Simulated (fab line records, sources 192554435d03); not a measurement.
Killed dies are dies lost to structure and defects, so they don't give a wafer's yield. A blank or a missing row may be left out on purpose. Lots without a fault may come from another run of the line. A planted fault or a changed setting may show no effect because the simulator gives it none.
Split-lot experiment | flow n5_finfet | 7 lots, 21 wafers read, on a route of 1938 steps

THE SPLIT
At N5_BEOL_M14_ETCH_68 (etches SOC in N2/H2, time 450 s), the setting time_s was moved away from the recipe's 450 s on 10 of the 21 wafers read, by -16.8% to +19.1%. The other wafers ran this setting at the recipe's value.

The reading is taken at the split's own step.

THE READING
SiARC_of_BEOL_M14_COAT_66.thk_nm (the simulator's own value, which no gauge read), in nm, at N5_BEOL_M14_ETCH_68 (etches SOC in N2/H2, time 450 s). The file gives no usual value for it. The 11 wafers here that ran the recipe average 64.7 nm, standard deviation 0.52 nm.

wafer  | tool, chamber at the split | time_s as run, s | against the recipe | SiARC_of_BEOL_M14_COAT_66.thk_nm, nm | against lot-mates on the recipe
L078.2 | rie_diel-01, 1             | 533.3            | +18.5%             | 56                                   | -9.2
L078.4 | rie_diel-01, 0             | 533.3            | +18.5%             | 55.8                                 | -9.4
L078.5 | rie_diel-01, 2             | 450              | recipe             | 65.2                                 | -
L077.1 | rie_diel-06, 3             | 374.3            | -16.8%             | 71.4                                 | +6.8
L077.2 | rie_diel-06, 2             | 450              | recipe             | 64.6                                 | -
L077.4 | rie_diel-06, 1             | 374.3            | -16.8%             | 73.2                                 | +8.6
L080.1 | rie_diel-06, 2             | 450              | recipe             | 65.2                                 | -
L080.2 | rie_diel-06, 1             | 450              | recipe             | 65.8                                 | -
L080.5 | rie_diel-06, 0             | 536              | +19.1%             | 56.4                                 | -9.1
L096.3 | rie_diel-06, 2             | 450              | recipe             | 64.2                                 | -
L096.4 | rie_diel-06, 1             | 507.4            | +12.8%             | 57.8                                 | -6.5
L096.6 | rie_diel-06, 0             | 450              | recipe             | 64.4                                 | -
L090.2 | rie_diel-01, 3             | 527              | +17.1%             | 56                                   | -7.8
L090.3 | rie_diel-01, 2             | 450              | recipe             | 63.8                                 | -
L090.5 | rie_diel-01, 0             | 527              | +17.1%             | 55.2                                 | -8.6
L097.1 | rie_diel-05, 2             | 403.4            | -10.4%             | 68.8                                 | +4.4
L097.2 | rie_diel-05, 3             | 403.4            | -10.4%             | 68.8                                 | +4.4
L097.5 | rie_diel-05, 0             | 450              | recipe             | 64.4                                 | -
L092.3 | rie_diel-01, 0             | 450              | recipe             | 64.8                                 | -
L092.4 | rie_diel-01, 1             | 450              | recipe             | 64.6                                 | -
L092.6 | rie_diel-01, 2             | 450              | recipe             | 64.8                                 | -

THE FIT
A straight line over all 21 wafers: SiARC_of_BEOL_M14_COAT_66.thk_nm changes by -0.471 nm for each +1% of time_s; r = -0.99; the points scatter about the line by 0.68 nm.
The same after taking each lot's own level away (the mean of its wafers on the recipe; 21 wafers): -0.475 nm for each +1%; r = -1.00; scatter 0.4 nm.
On that fit, the largest move of time_s shifts the reading by 9.1 nm.
The lots' own levels span 63.80 to 65.50 nm, that is 3.3 times the standard deviation above.
So the lot-to-lot level changes the slope little: the two slopes agree.
Check: with one of the wafers moved furthest among these (+19.1%) left out of the fit, the line predicts -9.25 nm for it against its lot-mates. It came out at -9.1 nm against them.

OTHER SPLITS ON THESE WAFERS
These wafers also went through other splits before the reading. Each is held against what the fit with the lots' levels taken away leaves over:
other split on the same wafers | wafers away from the commonest value | r with SiARC_of_BEOL_M14_COAT_66.thk_nm (lot level and that fit taken away)
N5_BEOL_M14_PEB_26 peb_temp_c  | 5                                    | +0.12

THE FILE'S OWN FIT
SiARC_of_BEOL_M14_COAT_66.thk_nm changes by -0.479 nm for each +1% of time_s, r = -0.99.
